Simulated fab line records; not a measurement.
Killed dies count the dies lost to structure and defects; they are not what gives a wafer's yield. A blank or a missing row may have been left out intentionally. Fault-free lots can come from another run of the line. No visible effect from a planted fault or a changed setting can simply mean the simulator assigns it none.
fab line records / flow nand-harc
record lots=7 wafers=21 last-day=33
route steps=1302 shown A_M1@1200 A_BONDPAD@1202
lots that met no fault: taken from a fault-free run of the same line
start-h: the number of hours between the record's first day and the start of the first shown wafer of the lot / wait-h: hours elapsed since this lot's preceding step / " unchanged from the row above / L1.1+2: a single row standing in for several wafers / - no value, or no start given / * or withheld: withheld / < > ~ a bound
route shown NAME@n: names a module that has steps shown in the file, with the first one's number in the route / usual: mean/standard deviation taken from wafers without a fault / same: alike in all rows / chamber/n: place in a boat / sites: the reading at each site / _std_site: standard deviation across them / _edge_site: mean of outer sites minus mean of inner sites / radius-mm: how far each site lies from the wafer's centre / mask NAME#n: copy n / behind: the last tool/chamber to shape the wafer / hold: cause of the lot's hold/its duration in hours/its outcome / device: whichever transistor did not switch (one of n, p or np) / end of line: at the end of the route, the tests of the same wafers / a step without rows: its recipe alone / killed: not the wafer's yield, but the dies lost to structure and defects at the first sort / map: shows each die of a wafer: x if killed, . if not, _ if none is there
set.NAME: the setting that was run; set.NAME@STEP: the one run at that earlier step / model.NAME: the simulator's own value behind a step, which no gauge read
lots seen at some steps along the route; tables by step, rows by wafer
services: a tool's chamber out of use, with start hour (start-h, from the record's first day; less than 0 if before it), hours out, and reason
## steps
# step NHARC_A_M1_PRE_CLEAN_32
# recipe time-s=12 temp-c=370 rf-power-w=300 gas=NH3
# usual heater-power-w=633/67 susceptor-temp-C=370.00/0.2
lot.wafer=L644.1 tool=pecvd-02 chamber=0 start-h=538.87 wait-h=0.1 heater-power-w=702 susceptor-temp-C=369.87
lot.wafer=L644.6 tool=pecvd-02 chamber=1 start-h=538.87 wait-h=0.1 heater-power-w=620 susceptor-temp-C=369.61
lot.wafer=L644.5 tool=pecvd-02 chamber=0 start-h=538.87 wait-h=0.1 heater-power-w=686 susceptor-temp-C=370.34
lot.wafer=L653.3 tool=pecvd-02 chamber=0 start-h=633.53 wait-h=0.1 heater-power-w=693 susceptor-temp-C=369.89
lot.wafer=L653.5 tool=pecvd-02 chamber=1 start-h=633.53 wait-h=0.1 heater-power-w=579 susceptor-temp-C=369.62
lot.wafer=L653.6 tool=pecvd-02 chamber=0 start-h=633.53 wait-h=0.1 heater-power-w=715 susceptor-temp-C=370.09
lot.wafer=L655.3 tool=pecvd-01 chamber=1 start-h=646.55 wait-h=0.1 heater-power-w=620 susceptor-temp-C=370.03
lot.wafer=L655.4 tool=pecvd-01 chamber=0 start-h=646.55 wait-h=0.1 heater-power-w=741 susceptor-temp-C=370.20
lot.wafer=L655.6 tool=pecvd-01 chamber=1 start-h=646.55 wait-h=0.1 heater-power-w=639 susceptor-temp-C=370.10
lot.wafer=L657.4 tool=pecvd-01 chamber=0 start-h=661.87 wait-h=0.1 heater-power-w=607 susceptor-temp-C=370.04
lot.wafer=L657.6 tool=pecvd-01 chamber=1 start-h=661.87 wait-h=0.1 heater-power-w=631 susceptor-temp-C=369.94
lot.wafer=L657.5 tool=pecvd-01 chamber=0 start-h=661.87 wait-h=0.1 heater-power-w=609 susceptor-temp-C=370.18
lot.wafer=L656.2 tool=pecvd-02 chamber=2 start-h=676.82 wait-h=0.3 heater-power-w=514 susceptor-temp-C=370.13
lot.wafer=L656.1 tool=pecvd-02 chamber=0 start-h=676.82 wait-h=0.3 heater-power-w=782 susceptor-temp-C=369.62
lot.wafer=L656.4 tool=pecvd-02 chamber=1 start-h=676.82 wait-h=0.3 heater-power-w=581 susceptor-temp-C=370.06
lot.wafer=L659.3 tool=pecvd-02 chamber=0 start-h=682.59 wait-h=0.1 heater-power-w=660 susceptor-temp-C=369.97
lot.wafer=L659.6 tool=pecvd-02 chamber=0 start-h=682.59 wait-h=0.1 heater-power-w=666 susceptor-temp-C=370.02
lot.wafer=L659.4 tool=pecvd-02 chamber=2 start-h=682.59 wait-h=0.1 heater-power-w=531 susceptor-temp-C=369.72
lot.wafer=L666.3 tool=pecvd-04 chamber=1 start-h=748.01 wait-h=0.1 heater-power-w=547 susceptor-temp-C=369.75
lot.wafer=L666.2 tool=pecvd-04 chamber=2 start-h=748.01 wait-h=0.1 heater-power-w=520 susceptor-temp-C=370.27
lot.wafer=L666.6 tool=pecvd-04 chamber=0 start-h=748.01 wait-h=0.1 heater-power-w=604 susceptor-temp-C=370.19
# step NHARC_A_M1_DEP_33
# recipe target-thk-a=300 temp-c=370 target-thk-nm=30 pressure-torr=3 flow-sccm=200 rf-w=450 material=SiCN
# usual heater-power-w=584/75 susceptor-temp-C=370.01/0.22
lot.wafer=L644.1 tool=pecvd-02 chamber=0 start-h=539.01 wait-h=0.1 heater-power-w=655 susceptor-temp-C=370.04
lot.wafer=L644.6 tool=pecvd-02 chamber=1 start-h=539.01 wait-h=0.1 heater-power-w=588 susceptor-temp-C=370.18
lot.wafer=L644.5 tool=pecvd-02 chamber=0 start-h=539.01 wait-h=0.1 heater-power-w=648 susceptor-temp-C=369.77
lot.wafer=L653.3 tool=pecvd-02 chamber=0 start-h=633.67 wait-h=0.1 heater-power-w=626 susceptor-temp-C=370.13
lot.wafer=L653.5 tool=pecvd-02 chamber=1 start-h=633.67 wait-h=0.1 heater-power-w=574 susceptor-temp-C=370.15
lot.wafer=L653.6 tool=pecvd-02 chamber=0 start-h=633.67 wait-h=0.1 heater-power-w=639 susceptor-temp-C=369.86
lot.wafer=L655.3 tool=pecvd-01 chamber=1 start-h=646.76 wait-h=0.2 heater-power-w=629 susceptor-temp-C=369.83
lot.wafer=L655.4 tool=pecvd-01 chamber=0 start-h=646.76 wait-h=0.2 heater-power-w=637 susceptor-temp-C=370.01
lot.wafer=L655.6 tool=pecvd-01 chamber=1 start-h=646.76 wait-h=0.2 heater-power-w=629 susceptor-temp-C=369.73
lot.wafer=L657.4 tool=pecvd-01 chamber=0 start-h=662.12 wait-h=0.2 heater-power-w=634 susceptor-temp-C=370.32
lot.wafer=L657.6 tool=pecvd-01 chamber=1 start-h=662.12 wait-h=0.2 heater-power-w=623 susceptor-temp-C=370.17
lot.wafer=L657.5 tool=pecvd-01 chamber=0 start-h=662.12 wait-h=0.2 heater-power-w=655 susceptor-temp-C=370.20
lot.wafer=L656.2 tool=pecvd-02 chamber=2 start-h=676.90 wait-h=0.1 heater-power-w=447 susceptor-temp-C=369.87
lot.wafer=L656.1 tool=pecvd-02 chamber=0 start-h=676.90 wait-h=0.1 heater-power-w=657 susceptor-temp-C=369.92
lot.wafer=L656.4 tool=pecvd-02 chamber=1 start-h=676.90 wait-h=0.1 heater-power-w=591 susceptor-temp-C=369.88
lot.wafer=L659.3 tool=pecvd-02 chamber=0 start-h=682.67 wait-h=0.1 heater-power-w=701 susceptor-temp-C=370.37
lot.wafer=L659.6 tool=pecvd-02 chamber=0 start-h=682.67 wait-h=0.1 heater-power-w=724 susceptor-temp-C=370.25
lot.wafer=L659.4 tool=pecvd-02 chamber=2 start-h=682.67 wait-h=0.1 heater-power-w=475 susceptor-temp-C=369.94
lot.wafer=L666.3 tool=pecvd-04 chamber=1 start-h=748.09 wait-h=0.1 heater-power-w=467 susceptor-temp-C=369.96
lot.wafer=L666.2 tool=pecvd-04 chamber=2 start-h=748.09 wait-h=0.1 heater-power-w=557 susceptor-temp-C=369.83
lot.wafer=L666.6 tool=pecvd-04 chamber=0 start-h=748.09 wait-h=0.1 heater-power-w=502 susceptor-temp-C=370.36
# step NHARC_A_BONDPAD_DEP_00
# recipe target-thk-a=2500 temp-c=370 target-thk-nm=250 pressure-torr=3 flow-sccm=200 rf-w=450 material=SiCN
# usual heater-power-w=613/73 susceptor-temp-C=369.99/0.22
lot.wafer=L644.1 tool=pecvd-01 chamber=0 start-h=539.52 wait-h=- heater-power-w=635 susceptor-temp-C=370.35
lot.wafer=L644.5 tool=pecvd-01 chamber=2 start-h=539.52 wait-h=- heater-power-w=528 susceptor-temp-C=369.83
lot.wafer=L644.6 tool=pecvd-01 chamber=1 start-h=539.52 wait-h=- heater-power-w=544 susceptor-temp-C=370.31
lot.wafer=L653.3 tool=pecvd-03 chamber=2 start-h=634.23 wait-h=- heater-power-w=692 susceptor-temp-C=369.85
lot.wafer=L653.6 tool=pecvd-03 chamber=1 start-h=634.23 wait-h=- heater-power-w=538 susceptor-temp-C=369.97
lot.wafer=L653.5 tool=pecvd-03 chamber=2 start-h=634.23 wait-h=- heater-power-w=670 susceptor-temp-C=370.11
lot.wafer=L655.4 tool=pecvd-01 chamber=1 start-h=647.45 wait-h=- heater-power-w=549 susceptor-temp-C=369.66
lot.wafer=L655.3 tool=pecvd-01 chamber=0 start-h=647.45 wait-h=- heater-power-w=684 susceptor-temp-C=369.74
lot.wafer=L655.6 tool=pecvd-01 chamber=1 start-h=647.45 wait-h=- heater-power-w=581 susceptor-temp-C=369.93
lot.wafer=L657.4 tool=pecvd-03 chamber=2 start-h=662.74 wait-h=- heater-power-w=710 susceptor-temp-C=369.96
lot.wafer=L657.5 tool=pecvd-03 chamber=0 start-h=662.74 wait-h=- heater-power-w=737 susceptor-temp-C=369.52
lot.wafer=L657.6 tool=pecvd-03 chamber=1 start-h=662.74 wait-h=- heater-power-w=610 susceptor-temp-C=369.52
lot.wafer=L656.2 tool=pecvd-02 chamber=1 start-h=- wait-h=- heater-power-w=526 susceptor-temp-C=369.98
lot.wafer=L656.1 tool=pecvd-02 chamber=2 start-h=- wait-h=- heater-power-w=506 susceptor-temp-C=369.83
lot.wafer=L656.4 tool=pecvd-02 chamber=0 start-h=- wait-h=- heater-power-w=699 susceptor-temp-C=369.88
lot.wafer=L659.3 tool=pecvd-03 chamber=1 start-h=683.31 wait-h=- heater-power-w=560 susceptor-temp-C=369.88
lot.wafer=L659.6 tool=pecvd-03 chamber=0 start-h=683.31 wait-h=- heater-power-w=705 susceptor-temp-C=369.87
lot.wafer=L659.4 tool=pecvd-03 chamber=1 start-h=683.31 wait-h=- heater-power-w=586 susceptor-temp-C=369.79
lot.wafer=L666.2 tool=pecvd-01 chamber=2 start-h=748.69 wait-h=- heater-power-w=597 susceptor-temp-C=370.01
lot.wafer=L666.3 tool=pecvd-01 chamber=0 start-h=748.69 wait-h=- heater-power-w=552 susceptor-temp-C=370.33
lot.wafer=L666.6 tool=pecvd-01 chamber=0 start-h=748.69 wait-h=- heater-power-w=576 susceptor-temp-C=370.11
# step NHARC_A_BONDPAD_CMP_29
# recipe target-thk-nm=200 material=SiCN
# usual edge-zone-pressure-frac=1.000/0.0048 motor-current-A=12.4/1.5 pad-life-wafers=178/110
lot.wafer=L644.1 tool=cmp-04 chamber=1 start-h=539.88 wait-h=- edge-zone-pressure-frac=1.002 motor-current-A=16.3 pad-life-wafers=90
lot.wafer=L644.6 tool=cmp-04 chamber=1 start-h=539.88 wait-h=- edge-zone-pressure-frac=1.004 motor-current-A=16.3 pad-life-wafers=-
lot.wafer=L644.5 tool=cmp-04 chamber=2 start-h=539.88 wait-h=- edge-zone-pressure-frac=0.999 motor-current-A=12.8 pad-life-wafers=-
lot.wafer=L653.3 tool=cmp-02 chamber=1 start-h=634.62 wait-h=- edge-zone-pressure-frac=1.004 motor-current-A=12.8 pad-life-wafers=39
lot.wafer=L653.5 tool=cmp-02 chamber=2 start-h=634.62 wait-h=- edge-zone-pressure-frac=0.999 motor-current-A=10.8 pad-life-wafers=-
lot.wafer=L653.6 tool=cmp-02 chamber=3 start-h=634.62 wait-h=- edge-zone-pressure-frac=0.998 motor-current-A=10.6 pad-life-wafers=-
lot.wafer=L655.4 tool=cmp-02 chamber=0 start-h=647.88 wait-h=0.4 edge-zone-pressure-frac=1.004 motor-current-A=14.5 pad-life-wafers=91
lot.wafer=L655.3 tool=cmp-02 chamber=2 start-h=647.88 wait-h=0.4 edge-zone-pressure-frac=1.012 motor-current-A=10.6 pad-life-wafers=93
lot.wafer=L655.6 tool=cmp-02 chamber=0 start-h=647.88 wait-h=0.4 edge-zone-pressure-frac=1.002 motor-current-A=14.5 pad-life-wafers=-
lot.wafer=L657.4 tool=cmp-02 chamber=0 start-h=663.01 wait-h=- edge-zone-pressure-frac=1.002 motor-current-A=14.9 pad-life-wafers=186
lot.wafer=L657.5 tool=cmp-02 chamber=0 start-h=663.01 wait-h=- edge-zone-pressure-frac=1.004 motor-current-A=14.3 pad-life-wafers=-
lot.wafer=L657.6 tool=cmp-02 chamber=1 start-h=663.01 wait-h=- edge-zone-pressure-frac=0.997 motor-current-A=12.0 pad-life-wafers=-
lot.wafer=L656.2 tool=cmp-03 chamber=2 start-h=677.86 wait-h=- edge-zone-pressure-frac=0.998 motor-current-A=13.0 pad-life-wafers=66
lot.wafer=L656.4 tool=cmp-03 chamber=3 start-h=677.86 wait-h=- edge-zone-pressure-frac=0.995 motor-current-A=11.9 pad-life-wafers=67
lot.wafer=L656.1 tool=cmp-03 chamber=1 start-h=677.86 wait-h=- edge-zone-pressure-frac=1.009 motor-current-A=12.7 pad-life-wafers=69
lot.wafer=L659.4 tool=cmp-03 chamber=1 start-h=683.62 wait-h=- edge-zone-pressure-frac=1.005 motor-current-A=12.5 pad-life-wafers=90
lot.wafer=L659.3 tool=cmp-03 chamber=3 start-h=683.62 wait-h=- edge-zone-pressure-frac=1.001 motor-current-A=12.9 pad-life-wafers=92
lot.wafer=L659.6 tool=cmp-03 chamber=1 start-h=683.62 wait-h=- edge-zone-pressure-frac=1.002 motor-current-A=12.5 pad-life-wafers=-
lot.wafer=L666.3 tool=cmp-03 chamber=0 start-h=749.08 wait-h=- edge-zone-pressure-frac=1.007 motor-current-A=12.3 pad-life-wafers=343
lot.wafer=L666.2 tool=cmp-03 chamber=1 start-h=749.08 wait-h=- edge-zone-pressure-frac=1.000 motor-current-A=12.1 pad-life-wafers=344
lot.wafer=L666.6 tool=cmp-03 chamber=3 start-h=749.08 wait-h=- edge-zone-pressure-frac=1.007 motor-current-A=12.7 pad-life-wafers=-
# step NHARC_A_BONDPAD_THK_MEAS_30
# recipe thk-meas-gauge=ellipsometry
# usual thk-nm=199.5/1.6
lot.wafer=L644.1 tool=film-metro-02 chamber=- start-h=540.14 wait-h=0.2 thk-nm=200.2
lot.wafer=L644.5 tool=film-metro-02 chamber=- start-h=540.14 wait-h=0.2 thk-nm=201.8
lot.wafer=L644.6 tool=film-metro-02 chamber=- start-h=540.14 wait-h=0.2 thk-nm=199.2
lot.wafer=L653.3 tool=film-metro-02 chamber=- start-h=634.80 wait-h=0.2 thk-nm=201.6
lot.wafer=L653.5 tool=film-metro-02 chamber=- start-h=634.80 wait-h=0.2 thk-nm=202.6
lot.wafer=L653.6 tool=film-metro-02 chamber=- start-h=634.80 wait-h=0.2 thk-nm=197.9
lot.wafer=L655.3 tool=film-metro-01 chamber=- start-h=648.11 wait-h=0.2 thk-nm=199.2
lot.wafer=L655.4 tool=film-metro-01 chamber=- start-h=648.11 wait-h=0.2 thk-nm=197.8
lot.wafer=L655.6 tool=film-metro-01 chamber=- start-h=648.11 wait-h=0.2 thk-nm=199.3
lot.wafer=L657.4 tool=film-metro-01 chamber=- start-h=663.27 wait-h=0.2 thk-nm=194.4
lot.wafer=L657.5 tool=film-metro-01 chamber=- start-h=663.27 wait-h=0.2 thk-nm=195.6
lot.wafer=L657.6 tool=film-metro-01 chamber=- start-h=663.27 wait-h=0.2 thk-nm=198.7
lot.wafer=L656.1 tool=film-metro-02 chamber=- start-h=678.11 wait-h=0.2 thk-nm=199.5
lot.wafer=L656.2 tool=film-metro-02 chamber=- start-h=678.11 wait-h=0.2 thk-nm=200.5
lot.wafer=L656.4 tool=film-metro-02 chamber=- start-h=678.11 wait-h=0.2 thk-nm=196.9
lot.wafer=L659.3 tool=film-metro-02 chamber=- start-h=683.87 wait-h=0.2 thk-nm=197.3
lot.wafer=L659.4 tool=film-metro-02 chamber=- start-h=683.87 wait-h=0.2 thk-nm=201.3
lot.wafer=L659.6 tool=film-metro-02 chamber=- start-h=683.87 wait-h=0.2 thk-nm=198.6
lot.wafer=L666.2 tool=film-metro-02 chamber=- start-h=749.31 wait-h=0.2 thk-nm=202.4
lot.wafer=L666.3 tool=film-metro-02 chamber=- start-h=749.31 wait-h=0.2 thk-nm=198.5
lot.wafer=L666.6 tool=film-metro-02 chamber=- start-h=749.31 wait-h=0.2 thk-nm=199.4
# step NHARC_A_BONDPAD_SRD_31
# step NHARC_A_BONDPAD_DEHYDRATE_01
# recipe temp-c=150 time-s=120
# step NHARC_A_BONDPAD_HMDS_02
# recipe time-s=30
# step NHARC_A_BONDPAD_COAT_33
# recipe temp-c=200 time-s=65
# step NHARC_A_BONDPAD_COAT_03
# recipe spin-rpm=2000 resist-thk-nm=600
# step NHARC_A_BONDPAD_SOFTBAKE_04
# recipe temp-c=125 time-s=70
# step NHARC_A_BONDPAD_EBR_05
# step NHARC_A_BONDPAD_EXPOSE_06
# recipe na=0.55 dose-mj=36.99 mask-id=A_BPAD
# usual exposure-dose-mJ-cm2=37.08/0.23 focus-offset-nm=0.1/0.56
lot.wafer=L644.1 tool=krf-scanner-03 chamber=0 start-h=540.55 wait-h=- mask=A_BPAD#0 exposure-dose-mJ-cm2=37.47 focus-offset-nm=-0.4
lot.wafer=L644.5 tool=krf-scanner-03 chamber=0 start-h=540.55 wait-h=- mask=A_BPAD#0 exposure-dose-mJ-cm2=37.46 focus-offset-nm=-0.2
lot.wafer=L644.6 tool=krf-scanner-03 chamber=0 start-h=540.55 wait-h=- mask=A_BPAD#0 exposure-dose-mJ-cm2=37.49 focus-offset-nm=0.6
lot.wafer=L653.3 tool=krf-scanner-01 chamber=0 start-h=635.22 wait-h=- mask=A_BPAD#0 exposure-dose-mJ-cm2=36.93 focus-offset-nm=0.1
lot.wafer=L653.5 tool=krf-scanner-01 chamber=0 start-h=635.22 wait-h=- mask=A_BPAD#0 exposure-dose-mJ-cm2=36.92 focus-offset-nm=0.1
lot.wafer=L653.6 tool=krf-scanner-01 chamber=0 start-h=635.22 wait-h=- mask=A_BPAD#0 exposure-dose-mJ-cm2=36.95 focus-offset-nm=-0.7
lot.wafer=L655.3 tool=krf-scanner-03 chamber=- start-h=648.53 wait-h=- mask=A_BPAD#0 exposure-dose-mJ-cm2=- focus-offset-nm=-
lot.wafer=L655.4 tool=krf-scanner-03 chamber=- start-h=648.53 wait-h=- mask=A_BPAD#0 exposure-dose-mJ-cm2=- focus-offset-nm=-
lot.wafer=L655.6 tool=krf-scanner-03 chamber=- start-h=648.53 wait-h=- mask=A_BPAD#0 exposure-dose-mJ-cm2=- focus-offset-nm=-
lot.wafer=L657.4 tool=krf-scanner-02 chamber=- start-h=663.69 wait-h=- mask=A_BPAD#0 exposure-dose-mJ-cm2=- focus-offset-nm=-
lot.wafer=L657.5 tool=krf-scanner-02 chamber=- start-h=663.69 wait-h=- mask=A_BPAD#0 exposure-dose-mJ-cm2=- focus-offset-nm=-
lot.wafer=L657.6 tool=krf-scanner-02 chamber=- start-h=663.69 wait-h=- mask=A_BPAD#0 exposure-dose-mJ-cm2=- focus-offset-nm=-
lot.wafer=L656.1 tool=krf-scanner-02 chamber=- start-h=678.40 wait-h=- mask=A_BPAD#0 exposure-dose-mJ-cm2=- focus-offset-nm=-
lot.wafer=L656.2 tool=krf-scanner-02 chamber=- start-h=678.40 wait-h=- mask=A_BPAD#0 exposure-dose-mJ-cm2=- focus-offset-nm=-
lot.wafer=L656.4 tool=krf-scanner-02 chamber=- start-h=678.40 wait-h=- mask=A_BPAD#0 exposure-dose-mJ-cm2=- focus-offset-nm=-
lot.wafer=L659.3 tool=krf-scanner-01 chamber=0 start-h=684.30 wait-h=- mask=A_BPAD#0 exposure-dose-mJ-cm2=36.93 focus-offset-nm=-1.0
lot.wafer=L659.4 tool=krf-scanner-01 chamber=0 start-h=684.30 wait-h=- mask=A_BPAD#0 exposure-dose-mJ-cm2=36.94 focus-offset-nm=-0.8
lot.wafer=L659.6 tool=krf-scanner-01 chamber=0 start-h=684.30 wait-h=- mask=A_BPAD#0 exposure-dose-mJ-cm2=36.89 focus-offset-nm=-0.2
lot.wafer=L666.2 tool=krf-scanner-02 chamber=0 start-h=749.73 wait-h=- mask=A_BPAD#0 exposure-dose-mJ-cm2=37.01 focus-offset-nm=0.4
lot.wafer=L666.3 tool=krf-scanner-02 chamber=0 start-h=749.73 wait-h=- mask=A_BPAD#0 exposure-dose-mJ-cm2=36.99 focus-offset-nm=0.4
lot.wafer=L666.6 tool=krf-scanner-02 chamber=0 start-h=749.73 wait-h=- mask=A_BPAD#0 exposure-dose-mJ-cm2=36.95 focus-offset-nm=0.1
# step NHARC_A_BONDPAD_PEB_07
# recipe peb-temp-c=128 peb-time-s=80
## services
tool=krf-scanner-02 chamber=- start-h=519.72 hours=0.3 kind=repair
tool=cmp-02 chamber=- start-h=525.59 hours=0.8 kind=repair
tool=cmp-02 chamber=- start-h=526.74 hours=4.0 kind=pm
tool=pecvd-03 chamber=- start-h=547.37 hours=13.0 kind=pm
tool=cmp-03 chamber=- start-h=554.00 hours=4.0 kind=pm
tool=cmp-02 chamber=- start-h=561.00 hours=10.7 kind=repair
tool=pecvd-02 chamber=1 start-h=564.06 hours=4.1 kind=repair
tool=pecvd-01 chamber=2 start-h=568.56 hours=2.2 kind=repair
tool=krf-scanner-02 chamber=- start-h=569.83 hours=6.9 kind=repair
tool=pecvd-02 chamber=- start-h=589.09 hours=13.0 kind=pm
tool=cmp-02 chamber=- start-h=593.57 hours=0.4 kind=repair
tool=krf-scanner-02 chamber=- start-h=598.67 hours=0.5 kind=repair
tool=krf-scanner-02 chamber=- start-h=610.00 hours=4.0 kind=pm
tool=cmp-03 chamber=- start-h=611.67 hours=2.3 kind=repair
tool=cmp-02 chamber=- start-h=614.32 hours=0.2 kind=repair
tool=cmp-02 chamber=- start-h=624.74 hours=4.0 kind=pm
tool=pecvd-01 chamber=2 start-h=639.68 hours=22.6 kind=repair
tool=pecvd-02 chamber=2 start-h=648.22 hours=16.2 kind=repair
tool=cmp-03 chamber=- start-h=652.00 hours=4.0 kind=pm
tool=pecvd-02 chamber=0 start-h=660.28 hours=15.2 kind=repair
tool=cmp-02 chamber=- start-h=665.19 hours=2.0 kind=repair
tool=pecvd-01 chamber=- start-h=673.12 hours=13.0 kind=pm
tool=pecvd-02 chamber=2 start-h=740.84 hours=12.4 kind=repair
tool=pecvd-01 chamber=2 start-h=749.39 hours=22.9 kind=repair
## key
first-sign step=NHARC_A_BONDPAD_EXPOSE_06 reading=tool-record direction=missing
effect none on later readings
met-at NHARC_A_BONDPAD_EXPOSE_06
struck-wafers L655.3,L655.4,L655.6,L656.1,L656.2,L656.4,L657.4,L657.5,L657.6
later-rows-left-out L655.3,L655.4,L655.6,L656.1,L656.2,L656.4,L657.4,L657.5,L657.6
sort-left-out L655.3,L655.4,L655.6,L656.1,L656.2,L656.4,L657.4,L657.5,L657.6
onset-between 540.55 648.53
fault kind=skipped-step-whole tool=krf-scanner-02,krf-scanner-03 chamber=- onset-h=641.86 steps=NHARC_A_BONDPAD_EXPOSE_06 scope=struck-lots-only
# sort-left-out: the simulated sort isn't trusted on such a fault, so these wafers' sort isn't shown, and their yield isn't known
# later-rows-left-out: the simulator's readings of these wafers behind a module that went badly wrong aren't trusted and aren't shown, but for the sort
